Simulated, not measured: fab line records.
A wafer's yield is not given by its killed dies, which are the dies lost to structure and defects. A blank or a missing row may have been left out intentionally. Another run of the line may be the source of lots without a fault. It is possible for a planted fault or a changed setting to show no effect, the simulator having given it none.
Lot-split experiment | flow n5Finfet | 7 lots, 21 wafers read, on a route of 1938 steps

## SPLIT DETAILS
At N5_WELL_APT_PEB_06 (peb time 90 s), the setting pebTimeS was moved away from the recipe's 90 s on 3 of the 21 wafers read, by +14.4% to +21.1%. For the rest of the wafers, this setting stayed at what the recipe calls for.

## FROM THE SPLIT TO THE READING: what the file shows between them, 2 steps
- N5_WELL_APT_DEVELOP_07: develop time 45 s
- N5_WELL_APT_HARDBAKE_12: time 120 s

## THE READING
cdNm, in nm, at N5_WELL_APT_CD_MEAS_08 (target cd 200 nm). A value of 199.3 nm with a standard deviation of 1.3 nm is what fault-free wafers of this fab line usually give.

wafer  | tool, chamber at the split | pebTimeS as run, s | against the recipe | cdNm, nm | against lot-mates on the recipe
L074.1 | lithoTrack-02, 0           | 90                 | recipe             | 201.9    | -
L074.2 | lithoTrack-02, 0           | 90                 | recipe             | 198.8    | -
L074.6 | lithoTrack-02, 0           | 90                 | recipe             | 198.2    | -
L076.1 | lithoTrack-05, 0           | 103                | +14.4%             | 204.6    | +5.2
L076.3 | lithoTrack-05, 0           | 90                 | recipe             | 199.5    | -
L076.6 | lithoTrack-05, 0           | 90                 | recipe             | 199.3    | -
L078.3 | lithoTrack-05, 0           | 90                 | recipe             | 198.2    | -
L078.4 | lithoTrack-05, 0           | 90                 | recipe             | 198.3    | -
L078.6 | lithoTrack-05, 0           | 90                 | recipe             | 199.0    | -
L080.1 | lithoTrack-02, 0           | 90                 | recipe             | 200.8    | -
L080.3 | lithoTrack-02, 0           | 90                 | recipe             | 202.1    | -
L080.5 | lithoTrack-02, 0           | 90                 | recipe             | 200.0    | -
L081.1 | lithoTrack-05, 0           | 109                | +21.1%             | 203.3    | +6.5
L081.2 | lithoTrack-05, 0           | 109                | +21.1%             | 203.4    | +6.6
L081.6 | lithoTrack-05, 0           | 90                 | recipe             | 196.8    | -
L088.2 | lithoTrack-04, 0           | 90                 | recipe             | 198.1    | -
L088.3 | lithoTrack-04, 0           | 90                 | recipe             | 199.1    | -
L088.5 | lithoTrack-04, 0           | 90                 | recipe             | 197.8    | -
L097.2 | lithoTrack-02, 0           | 90                 | recipe             | 201.5    | -
L097.3 | lithoTrack-02, 0           | 90                 | recipe             | 199.8    | -
L097.5 | lithoTrack-02, 0           | 90                 | recipe             | 199.6    | -

THE FIT
A straight line over all 21 wafers: cdNm changes by +0.219 nm for each +1% of pebTimeS; r = +0.72; the points scatter about the line by 1.5 nm.
The same after taking each lot's own level away (the mean of its wafers on the recipe; 21 wafers): +0.319 nm for each +1%; r = +0.93; scatter 0.86 nm.
According to that fit, moving pebTimeS by its largest amount changes the reading by 6.7 nm.
The lots' own levels span 196.80 to 200.97 nm, that is 3.2 times the standard deviation above.
So the lot-to-lot level blurs the effect unless lot-mates are compared.
Check: +6.92 nm against its lot-mates is what the line predicts for one of the wafers moved furthest among these (+21.1%) when that wafer is left out of the fit. It came out at +6.5 nm against them.

## THE WHOLE CHAIN: every reading that the file lists as answering this split, in the file's order
step                   | what it does             | reading                                                        | change (the file's fit)               | r (the file's)
N5_WELL_APT_CD_MEAS_08 | target cd 200 nm         | cdNm                                                           | +0.323 nm for each +1% of the setting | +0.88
N5_WELL_APT_DESCUM_13  | chemistry O2, time 7.9 s | WELL_APT.cdNm (the simulator's own value, which no gauge read) | +0.324 nm for each +1% of the setting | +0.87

## FILE'S OWN FIT
cdNm changes by +0.323 nm for each +1% of pebTimeS, r = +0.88.
